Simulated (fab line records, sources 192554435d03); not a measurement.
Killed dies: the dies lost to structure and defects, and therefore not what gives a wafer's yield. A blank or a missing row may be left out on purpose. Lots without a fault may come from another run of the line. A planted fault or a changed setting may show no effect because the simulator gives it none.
Matching of chambers | flow n5Finfet | 4 sister chambers for N5_BEOL_M0_SAQP_ETCH_107 on rieDiel-04
The step etches SiNx in CH3F/O2, target depth 30 nm. 16 wafers are shown with their chamber, then 8 later ones without.

== EACH WAFER AND ITS CHAMBER ==
wafer  | chamber | drypumpMotorCurrentA (A) | rfVppV (V) | throttleValvePct (%)
L075.2 | 3       | 6.0                      | 297        | 16.66
L075.3 | 2       | 5.5                      | 293        | 16.61
L075.5 | 2       | 5.5                      | 291        | 16.61
L077.4 | 2       | 5.5                      | 293        | 16.61
L077.5 | 2       | 5.5                      | 292        | 16.61
L077.6 | 3       | 6.1                      | 296        | 16.67
L079.2 | 0       | 6.3                      | 300        | 16.48
L079.3 | 1       | 6.2                      | 293        | 16.26
L079.4 | 1       | 6.2                      | 293        | 16.25
L081.2 | 1       | 6.2                      | 292        | 16.26
L081.5 | 0       | 6.4                      | 300        | 16.50
L081.6 | 1       | 6.2                      | 294        | 16.26
L083.4 | 3       | 6.0                      | 295        | 16.22
L083.5 | 0       | 6.3                      | 302        | 16.51
L083.6 | 1       | 6.2                      | 293        | 16.26
L084.2 | 0       | 6.4                      | 300        | 16.51

SIGNATURES, as means of the wafers listed above
reading              | chamber 0 | chamber 1 | chamber 2 | chamber 3 | scatter within a chamber
drypumpMotorCurrentA | 6.350     | 6.200     | 5.500     | 6.033     | 0.0373
rfVppV               | 300.50    | 293.00    | 292.25    | 296.00    | 0.901
throttleValvePct     | 16.5000   | 16.2580   | 16.6100   | 16.5167   | 0.105
Rule: for each reading, subtract the chamber's mean from the wafer's reading, divide by that reading's scatter and square the result; add these up over the readings and take the root, which gives the wafer's distance from the chamber. If the next closest chamber is less than 2 further off than the closest, the wafer can't be placed; otherwise it belongs to the closest. The scatter: the root of (the sum of the squares of (reading less its chamber's mean) over the shown wafers, divided by (wafers less chambers)).

== WAFERS WHOSE CHAMBER IS MISSING ==
wafer  | drypumpMotorCurrentA (A) | rfVppV (V) | throttleValvePct (%)
L084.4 | 6.1                      | 293        | 16.22
L084.6 | 6.3                      | 301        | 16.51
L085.1 | 6.4                      | 303        | 16.51
L085.4 | 6.0                      | 295        | 16.21
L085.5 | 6.2                      | 292        | 16.27
L092.1 | 5.5                      | 292        | 16.22
L092.4 | 6.0                      | 296        | 16.24
L092.5 | 5.5                      | 293        | 16.22

== EACH ONE'S CHAMBER ==
wafer  | from the rows above | in truth
L084.4 | 1                   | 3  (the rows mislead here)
L084.6 | 0                   | 0
L085.1 | 0                   | 0
L085.4 | 3                   | 3
L085.5 | 1                   | 1
L092.1 | 2                   | 2
L092.4 | 3                   | 3
L092.5 | 2                   | 2
Correct placement for 7 of the 8. Number that these rows cannot place: 0. Wrongly placed: 1.
